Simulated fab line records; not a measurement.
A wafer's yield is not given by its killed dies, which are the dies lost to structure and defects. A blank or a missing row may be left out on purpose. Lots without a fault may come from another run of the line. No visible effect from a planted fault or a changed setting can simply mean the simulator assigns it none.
A struck lot beside a sound one + flow n5Finfet + 40 steps out of a route of 1938
Sound: the wafers L952.1, L952.5, L952.6. Struck: wafer L960.4. (L960.3, L960.5 of the same lot were not struck and are left out.) The cause comes at the end.
Each step with rows lists, per side, the tool, then ch with its chambers, then its first start. Under that, the readings that differ: sound wafers + struck wafers + difference of the means + sigmas: that difference in standard deviations of wafers without a fault.
alike: readings whose means differ by less than 2 such deviations, and words and numbers that are the same on both sides. not compared: withheld readings, readings that some wafer has no value for, bounds like >300 that may hide the same value, and numbers for which the record gives no deviation and whose values overlap.
Wherever a step has rows on one side only, a row that says differs or no value, or a row with sigmas, the two part there. Non-overlapping numbers with no deviation appear without sigmas and do not part them. Lack of a reading on every wafer of one side parts them only where that side has two or more wafers.

first, 2 steps without rows for these wafers: N5_MOL_CONTACT_COAG_ETCHBACK_136 (etches SiO2 in CHF3, target depth 25 nm, time 16.7 s); N5_MOL_CONTACT_COAG_STRIP_120 (strips in CHF3).
N5_MOL_CONTACT_COAG_VIA_ETCH_117: etches SiO2 in C4F6/O2, target depth 40 nm, overetch 8 nm, time 26 s.
  sound on rieDiel-06 ch 0,1,3, day 5 08:44; struck on rieDiel-02 ch 0, day 7 07:01
  alike: drypumpMotorCurrentA, oesProductAu, rfVppV, showerheadPlenumPTorr, throttleValvePct
  not compared: rfHoursCounterH
then, 6 steps without rows for these wafers: N5_MOL_CONTACT_COAG_ETCH_124 (etches SiNx in CH3F/O2, stops on SiOC, target depth 6.5 nm); N5_MOL_CONTACT_COAG_ETCH_48 (etches SiOC in C4F6/O2, target depth 15 nm, overetch 4.5 nm, time 17 s); N5_MOL_CONTACT_COAG_STRIP_72 (strips in N2/H2); N5_MOL_CONTACT_COAG_STRIP_49 (strips in N2/H2, time 30 s); N5_MOL_CONTACT_COAG_PRECLEAN_138 (cleans in alkaline clean, time 60 s); N5_MOL_CONTACT_COAG_SRD_139 (time 30 s).
N5_MOL_CONTACT_COAG_CD_MEAS_101 targets a cd of 16 nm.
  struck on cdSem-01, day 7 07:44; sound on cdSem-03, day 5 09:05
  alike: cdNm
then, 1 step without rows for these wafers: N5_MOL_CONTACT_COAG_PRE_CLEAN_121.
N5_MOL_CONTACT_COAG_CVD_140: deposits W, target thk 66.5 nm, time 215 s.
  sound on cvdW-02 ch 0,1, day 5 09:13; struck on cvdW-02 ch 0, day 7 07:57
  alike: heaterPowerW
N5_MOL_CONTACT_COAG_PRECLEAN_127: cleans in DIW, time 57.5 s.
  sound on wetBench-05 ch 2,6,7, day 5 09:29; struck on wetBench-01 ch 0,3,4, day 7 08:08
then, 2 steps without rows for these wafers: N5_MOL_CONTACT_COAG_SRD_128 (dry time 32 s); N5_MOL_CONTACT_COAG_CMP_52 (polishes, stops on SiO2, t overpolish 1.5 s, target thk 66.5 nm).
N5_MOL_CONTACT_COAG_THK_MEAS_53:
  struck on filmMetro-01, day 7 08:29; sound on filmMetro-01, day 5 09:50
  alike: VIA_MOL_THK
N5_MOL_CONTACT_COAG_ANNEAL_112: time 1800 s.
  sound on hpAnneal-01 ch 0, day 5 09:53; struck on hpAnneal-01 ch 0, day 7 08:53
  alike: spikeTcUpperC, wafer_temp_C_max
then, 4 steps without rows for these wafers: N5_BEOL_M0_SAQP_PECVD_00 (deposits SiCN from 3MS/NH3, target thk 8 nm, time 14 s); N5_BEOL_M0_SAQP_ILD_DEP_01 (deposits SiOC from DEMS/O2, target thk 45.419 nm, time 8.7 s); N5_BEOL_M0_SAQP_HM_DEP_02 (deposits TiN, target thk 12 nm); N5_BEOL_M0_SAQP_PECVD_03 (deposits SiCN from 3MS/NH3, target thk 12 nm, time 21.1 s).
N5_BEOL_M0_SAQP_PECVD_96: deposits a-Si from SiH4/He, target thk 45 nm, time 45.2 s.
  sound on pecvd-01 ch 0,1,2, day 5 13:38; struck on pecvd-03 ch 1, day 7 13:38
  alike: heaterPowerW, showerheadPlenumPTorr, throttleValvePct
then, 2 steps without rows for these wafers: N5_BEOL_M0_SAQP_PECVD_97 (deposits SiNx from SiH4/NH3/N2, target thk 23 nm, time 19.9 s); N5_BEOL_M0_SAQP_PECVD_04 (deposits a-Si from SiH4/He, target thk 60 nm, time 60.2 s).
N5_BEOL_M0_SAQP_THK_MEAS_05:
  struck on filmMetro-02, day 7 13:50; sound on filmMetro-02, day 5 13:50
  alike: thkNm
N5_BEOL_M0_SAQP_HM_DEP_111: deposits SiO2 from SiH4/N2O, target thk 12 nm, time 7.2 s.
  sound on pecvd-01 ch 0,1,2, day 5 13:52; struck on pecvd-01 ch 2, day 7 13:52
  alike: heaterPowerW, showerheadPlenumPTorr
then, 8 steps without rows for these wafers: N5_BEOL_M0_SAQP_COAT_81 (time 60 s, resist thk 100 nm); N5_BEOL_M0_SAQP_COAT_82 (time 60 s, resist thk 30 nm); N5_BEOL_M0_SAQP_COAT_08 (resist thk 90 nm); N5_BEOL_M0_SAQP_EBR_10; N5_BEOL_M0_SAQP_SOFTBAKE_09 (time 60 s); N5_BEOL_M0_SAQP_EXPOSE_11 (exposes mask M0 CORE, target cd 42 nm); N5_BEOL_M0_SAQP_PEB_12 (peb time 60 s); N5_BEOL_M0_SAQP_DEVELOP_13 (develop time 30 s).
N5_BEOL_M0_SAQP_CD_MEAS_14 targets a cd of 42.5 nm.
  sound on cdSem-02 ch 0, day 5 14:19; struck on cdSem-02 ch 0, day 7 14:19
  alike: cdNm
N5_BEOL_M0_SAQP_OVL_MEAS_15:
  sound on overlay-01 ch 0, day 5 14:20; struck on overlay-01 ch 0, day 7 14:20
  alike: M0_CORE_OVL
then, 3 steps without rows for these wafers: N5_BEOL_M0_SAQP_DESCUM_19 (chemistry O2, time 7.9 s); N5_BEOL_M0_SAQP_ETCH_83 (etches SiARC in CF4, target depth 39 nm, time 65 s); N5_BEOL_M0_SAQP_ETCH_84 (etches SOC in N2/H2, target depth 100 nm, overetch 20 nm, time 150 s).
-- here the record skips 7 days between the struck wafers' starts before and after, leaving off in module BEOL_M0_SAQP and picking up in module PASSIVATION (first step shown: number 1936 of the route) --
N5_PASSIVATION_PROBE_49:
  the record has rows for the struck wafers here (prober-01, day 14 14:44) and none for the sound ones

WHERE THEY PART
N5_PASSIVATION_PROBE_49 only, going by this record.

WHY: what the simulator had put in
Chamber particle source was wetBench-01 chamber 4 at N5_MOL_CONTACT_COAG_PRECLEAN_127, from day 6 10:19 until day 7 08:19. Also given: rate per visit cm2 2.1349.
